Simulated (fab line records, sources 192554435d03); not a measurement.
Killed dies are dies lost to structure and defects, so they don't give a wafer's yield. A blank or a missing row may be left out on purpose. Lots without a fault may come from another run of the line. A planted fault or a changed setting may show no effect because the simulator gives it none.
Chamber matching | flow n5_finfet | N5_BEOL_M3_STRIP_66 on rie_diel-01: 4 sister chambers
The step strips in CF4. 24 wafers are shown with their chamber, then 12 later ones without.

WAFERS WITH THEIR CHAMBER
wafer  | chamber | showerhead_plenum_p_Torr (Torr) | throttle_valve_pct (%) | oes_product_au (a.u.)
L077.1 | 2       | 1.76                            | 13.26                  | 0.91
L077.3 | 3       | 1.85                            | 13.20                  | 0.92
L077.6 | 2       | 1.76                            | 13.25                  | 0.91
L081.2 | 1       | 1.71                            | 13.82                  | 0.74
L081.3 | 2       | 1.76                            | 13.25                  | 0.92
L081.5 | 1       | 1.71                            | 13.81                  | 0.74
L080.3 | 2       | 1.76                            | 13.25                  | 0.91
L080.4 | 3       | 1.85                            | 13.21                  | 0.92
L080.5 | 1       | 1.71                            | 13.83                  | 0.74
L083.3 | 1       | 1.71                            | 13.84                  | 0.74
L083.4 | 2       | 1.75                            | 13.27                  | 0.91
L083.5 | 3       | 1.85                            | 13.23                  | 0.91
L084.1 | 1       | 1.71                            | 13.83                  | 0.73
L084.4 | 2       | 1.75                            | 13.30                  | 0.89
L084.6 | 0       | 1.90                            | 13.44                  | 0.93
L087.1 | 2       | 1.75                            | 13.31                  | 0.88
L087.2 | 0       | 1.90                            | 13.45                  | 0.90
L087.4 | 2       | 1.75                            | 13.30                  | 0.87
L088.1 | 2       | 1.75                            | 13.30                  | 0.88
L088.3 | 0       | 1.90                            | 13.47                  | 0.91
L088.5 | 2       | 1.75                            | 13.32                  | 0.88
L090.1 | 2       | 1.75                            | 13.32                  | 0.87
L090.2 | 0       | 1.90                            | 13.45                  | 0.90
L090.6 | 1       | 1.70                            | 13.88                  | 0.72

SIGNATURES (means of the wafers above)
reading                  | chamber 0 | chamber 1 | chamber 2 | chamber 3 | scatter within a chamber
showerhead_plenum_p_Torr | 1.9000    | 1.7083    | 1.7536    | 1.8500    | 0.00411
throttle_valve_pct       | 13.4525   | 13.8350   | 13.2845   | 13.2133   | 0.0247
oes_product_au           | 0.9100    | 0.7350    | 0.8936    | 0.9167    | 0.015
Rule: a wafer's distance from a chamber is the root of the sum, over the readings, of the square of ((its reading less the chamber's mean) divided by the reading's scatter). The wafer belongs to the nearest chamber; if the next one is less than 2 further off, it can't be placed. The scatter: the root of (the sum of the squares of (reading less its chamber's mean) over the shown wafers, divided by (wafers less chambers)).

WAFERS WITHOUT THEIR CHAMBER
wafer  | showerhead_plenum_p_Torr (Torr) | throttle_valve_pct (%) | oes_product_au (a.u.)
L091.2 | 1.75                            | 13.31                  | 0.86
L091.3 | 1.85                            | 13.25                  | 0.88
L091.4 | 1.90                            | 13.47                  | 0.89
L092.2 | 1.75                            | 13.34                  | 0.87
L092.4 | 1.85                            | 13.25                  | 0.88
L092.6 | 1.85                            | 13.26                  | 0.88
L093.1 | 1.70                            | 13.89                  | 0.72
L093.5 | 1.90                            | 13.48                  | 0.89
L093.6 | 1.70                            | 13.91                  | 0.72
L095.1 | 1.70                            | 13.92                  | 0.71
L095.2 | 1.74                            | 13.36                  | 0.85
L095.4 | 1.84                            | 13.26                  | 0.87

WHICH CHAMBER EACH WENT THROUGH
wafer  | from the rows above | in truth
L091.2 | 2                   | 2
L091.3 | 3                   | 3
L091.4 | 0                   | 0
L092.2 | 2                   | 2
L092.4 | 3                   | 3
L092.6 | 3                   | 3
L093.1 | 1                   | 1
L093.5 | 0                   | 0
L093.6 | 1                   | 1
L095.1 | 1                   | 1
L095.2 | 2                   | 2
L095.4 | 3                   | 3
Placed correctly: 12 of 12. Can't be placed from these rows: 0. Placed wrongly: 0.
